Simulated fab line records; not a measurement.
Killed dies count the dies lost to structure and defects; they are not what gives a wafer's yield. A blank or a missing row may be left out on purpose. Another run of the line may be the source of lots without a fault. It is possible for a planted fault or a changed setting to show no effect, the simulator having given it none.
Which tool was responsible? | flow n5 finfet | 10 lots with 30 wafers sampled at 5 steps, on a route of 1938 steps

WHAT EACH GAUGE READ, for each wafer
N5_BEOL_M4_RC_MEAS_101.
lot  | measured     | on        | DIBL_N (mV/V)  | DIBL_P (mV/V)  | IOFF_N (nA/um)    | IOFF_P (nA/um)    | IOFF_P_85C (nA/um) | IOFF_P_LIN (nA/um) | IOFF_P_LONG (nA/um)        | ION_N (uA/um) | ION_P (uA/um) | SS_N (mV/dec)  | SS_P (mV/dec)  | VT_N (mV)         | VT_N_LVT (mV)     | VT_P (mV)            | VT_P_LONG (mV)
L944 | day 7 23:53  | prober-01 | 39.0 39.4 40.5 | 37.2 37.7 39.9 | 0.176 0.183 0.224 | 0.213 0.222 0.259 | 3.6 3.8 4.3        | 0.095 0.098 0.110  | 9.3e-05 9.2e-05 9.8e-05    | 686 683 697   | 469 461 477   | 73.3 72.5 72.8 | 74.2 74.1 74.2 | 247.0 247.6 244.5 | 97.0 96.7 92.9    | -251.2 -249.5 -250.8 | -281 -283 -278
L945 | day 8 04:26  | prober-02 | 37.2 34.8 37.4 | 35.9 33.7 36.4 | 0.159 0.124 0.168 | 0.181 0.161 0.194 | 3.2 2.9 3.4        | 0.087 0.081 0.091  | 9.3e-05 9.9e-05 9.4e-05    | 682 668 674   | 449 458 452   | 73.0 71.3 72.1 | 73.1 73.1 72.9 | 252.0 255.4 250.2 | 97.8 98.4 94.6    | -252.2 -252.7 -252.2 | -278 -278 -278
L947 | day 8 14:12  | prober-02 | 38.3 35.9 34.8 | 37.9 35.6 33.8 | 0.157 0.121 0.105 | 0.293 0.245 0.224 | 4.9 4.3 3.9        | 0.134 0.119 0.112  | 0.000117 0.000116 0.000119 | 664 657 652   | 466 465 463   | 72.2 71.6 71.3 | 74.5 73.0 73.6 | 253.7 254.6 260.1 | 114.3 119.1 121.2 | -243.7 -243.9 -243.9 | -268 -272 -268
L952 | day 10 06:40 | prober-02 | 35.7 34.7 34.3 | 36.8 34.6 35.1 | 0.145 0.123 0.124 | 0.365 0.306 0.316 | 5.8 5.0 5.2        | 0.174 0.151 0.156  | 0.000154 0.000157 0.000158 | 664 659 665   | 485 480 490   | 71.6 71.8 70.6 | 74.1 73.4 73.6 | 252.2 254.5 253.0 | 114.8 117.4 116.8 | -235.5 -237.2 -236.8 | -262 -264 -266
L957 | day 10 14:43 | prober-02 | 36.2 35.1 34.2 | 36.7 35.4 33.9 | 0.164 0.143 0.132 | 0.205 0.187 0.176 | 3.6 3.3 3.1        | 0.095 0.090 0.086  | 9.9e-05 9.5e-05 0.000102   | 681 671 671   | 464 459 458   | 71.7 71.8 71.3 | 72.6 72.5 72.5 | 250.9 252.5 251.3 | 96.6 98.9 99.4    | -250.8 -251.6 -253.4 | -277 -278 -278
L958 | day 11 21:34 | prober-02 | 35.3 36.9 35.7 | 35.9 37.8 35.5 | 0.150 0.181 0.150 | 0.196 0.220 0.189 | 3.5 3.9 3.4        | 0.095 0.103 0.093  | 0.000115 0.000111 0.000113 | 689 689 674   | 471 467 462   | 71.5 72.5 71.9 | 73.8 73.8 73.2 | 247.1 248.2 249.2 | 97.3 94.1 97.2    | -252.5 -249.6 -251.8 | -273 -273 -271
L962 | day 12 06:35 | prober-02 | 38.0 37.6 37.0 | 37.3 37.1 36.4 | 0.181 0.163 0.157 | 0.232 0.225 0.221 | 3.9 3.8 3.8        | 0.105 0.104 0.102  | 0.000106 0.000103 0.000108 | 661 672 671   | 451 461 463   | 72.6 72.0 71.7 | 73.1 73.5 73.4 | 249.9 252.3 250.5 | 100.4 101.7 102.7 | -248.6 -251.1 -250.3 | -279 -277 -278
L963 | day 12 18:36 | prober-01 | 35.8 38.0 36.2 | 35.5 37.1 35.9 | 0.135 0.161 0.139 | 0.225 0.260 0.243 | 3.8 4.3 4.0        | 0.108 0.118 0.111  | 0.000124 0.000116 0.000119 | 662 656 655   | 466 461 458   | 70.9 72.7 71.7 | 73.0 73.9 73.3 | 253.4 249.9 252.5 | 102.1 100.8 103.4 | -250.0 -247.8 -245.9 | -272 -272 -270
L964 | day 13 07:52 | prober-01 | 37.1 37.6 37.2 | 35.6 37.3 37.7 | 0.163 0.188 0.193 | 0.198 0.241 0.248 | 3.5 4.1 4.2        | 0.094 0.108 0.111  | 0.000106 0.000105 0.000112 | 661 676 687   | 449 463 469   | 71.9 71.9 71.4 | 73.7 74.4 73.6 | 250.8 244.2 246.1 | 96.8 93.2 92.7    | -252.9 -245.9 -245.7 | -275 -277 -277
L967 | day 13 17:35 | prober-01 | 36.1 37.4 37.3 | 37.4 38.9 38.9 | 0.157 0.189 0.187 | 0.192 0.220 0.211 | 3.4 3.8 3.6        | 0.092 0.101 0.098  | 9.7e-05 9.8e-05 9.4e-05    | 677 685 669   | 453 465 455   | 71.5 71.6 71.8 | 73.3 74.2 73.7 | 247.4 245.6 248.7 | 98.3 94.9 96.7    | -252.0 -250.3 -251.6 | -277 -280 -278

WHICH TOOL RAN EACH LOT (tool, then ch and the chambers of the sampled wafers, then the start)
lot  | N5_HKMG_FIN_RTA_80               | N5_BEOL_M4_SPUTTER_81        | N5_BEOL_M4_ANNEAL_89         | N5_BEOL_M4_PRE_CLEAN_60
L944 | rtp anneal-01 ch 0, day 4 02:49  | pvd sputter-01, day 7 21:28  | pvd sputter-01, day 7 21:59  | cvd co-02 ch 0,2, day 7 23:37
L945 | rtp anneal-01 ch 0, day 4 10:10  | pvd sputter-03, day 8 01:51  | pvd sputter-03, day 8 02:22  | cvd co-02 ch 1,2, day 8 04:01
L947 | rtp anneal-01 ch 0, day 4 20:51  | pvd sputter-02, day 8 11:26  | pvd sputter-02, day 8 11:58  | cvd co-02 ch 0,2, day 8 13:46
L952 | rtp anneal-01 ch 0, day 6 03:28  | pvd sputter-02, day 10 04:14 | pvd sputter-02, day 10 04:46 | cvd co-01 ch 0,1,2, day 10 06:23
L957 | rtp anneal-02 ch 0, day 7 07:10  | pvd sputter-01, day 10 12:05 | pvd sputter-01, day 10 12:36 | cvd co-01 ch 0,2, day 10 14:26
L958 | rtp anneal-02 ch 0, day 7 17:12  | pvd sputter-01, day 11 18:56 | pvd sputter-01, day 11 19:27 | cvd co-02 ch 0,2, day 11 21:08
L962 | rtp anneal-02 ch 0, day 8 13:12  | pvd sputter-03, day 12 03:44 | pvd sputter-03, day 12 04:15 | cvd co-01 ch 1,2, day 12 06:09
L963 | rtp anneal-02 ch 0, day 8 23:33  | pvd sputter-01, day 12 16:06 | pvd sputter-01, day 12 16:37 | cvd co-01 ch 0,1,2, day 12 18:18
L964 | rtp anneal-01 ch 0, day 9 07:10  | pvd sputter-02, day 13 05:17 | pvd sputter-02, day 13 05:48 | cvd co-02 ch 0,2, day 13 07:26
L967 | rtp anneal-01 ch 0, day 10 03:23 | pvd sputter-03, day 13 15:11 | pvd sputter-03, day 13 15:42 | cvd co-01 ch 0,1,2, day 13 17:19
- N5_HKMG_FIN_RTA_80: time 2 s.
- N5_BEOL_M4_SPUTTER_81: material Cu, target thk 4.5 nm, time 8.29 s.
- N5_BEOL_M4_ANNEAL_89: time 240 s.
- N5_BEOL_M4_PRE_CLEAN_60: time 15 s.

WHAT THE TOOLS THEMSELVES READ (means of the sampled wafers that have a number; where no wafer has one, the mark that the record gives instead)
N5_BEOL_M4_SPUTTER_81.
lot  | tool           | throttle valve pct (%)
L944 | pvd sputter-01 | 28.8
L945 | pvd sputter-03 | 31.2
L947 | pvd sputter-02 | 29.5
L952 | pvd sputter-02 | 28.6
L957 | pvd sputter-01 | 29.8
L958 | pvd sputter-01 | 30.3
L962 | pvd sputter-03 | 29.9
L963 | pvd sputter-01 | 29.6
L964 | pvd sputter-02 | 29.1
L967 | pvd sputter-03 | 30.6

N5_BEOL_M4_ANNEAL_89.
lot  | tool           | heater power w (W)
L944 | pvd sputter-01 | 838
L945 | pvd sputter-03 | 825
L947 | pvd sputter-02 | 819
L952 | pvd sputter-02 | 762
L957 | pvd sputter-01 | 944
L958 | pvd sputter-01 | 935
L962 | pvd sputter-03 | 776
L963 | pvd sputter-01 | 844
L964 | pvd sputter-02 | 813
L967 | pvd sputter-03 | 807

N5_BEOL_M4_PRE_CLEAN_60.
lot  | tool      | heater power w (W)
L944 | cvd co-02 | 90
L945 | cvd co-02 | 86
L947 | cvd co-02 | 90
L952 | cvd co-01 | 83
L957 | cvd co-01 | 92
L958 | cvd co-02 | 90
L962 | cvd co-01 | 82
L963 | cvd co-01 | 83
L964 | cvd co-02 | 92
L967 | cvd co-01 | 83

THE ANSWER, worked out from the rows above alone
Rule: the lots themselves supply what counts as usual. Put in order of their means at a reading, lots are off if they are a third of the lots or fewer, leave a main group of 4 or more, and stand apart from it by a gap of 3 or more times the standard deviation of the main group's means; of several such gaps the widest counts. If all means in a main group match to the digits the tables above print for the reading, that group is not used. Also off: a lot with no number at a reading for which 4 or more lots have one. All remaining lots with rows at the step are treated as sound. The gauges are gone through in route order, then the tools' own readings, and for those a lot's mean is taken as printed above. At the first step where some lot is off, the reading lying furthest off is the one used; lots without a number count as furthest.
Off: at N5_BEOL_M4_RC_MEAS_101 (VT_N_LVT), L947, L952. The main group: mean 97.7 mV, standard deviation 2.6.
If a tool, at a process step before that reading, ran all the lots that are off and no sound lot after the first of them, it fits. Gauges at N5_BEOL_M4_RC_MEAS_101: tried the same way as those tools. None of those tried fits.

WHAT WAS PUT IN BY THE SIMULATOR
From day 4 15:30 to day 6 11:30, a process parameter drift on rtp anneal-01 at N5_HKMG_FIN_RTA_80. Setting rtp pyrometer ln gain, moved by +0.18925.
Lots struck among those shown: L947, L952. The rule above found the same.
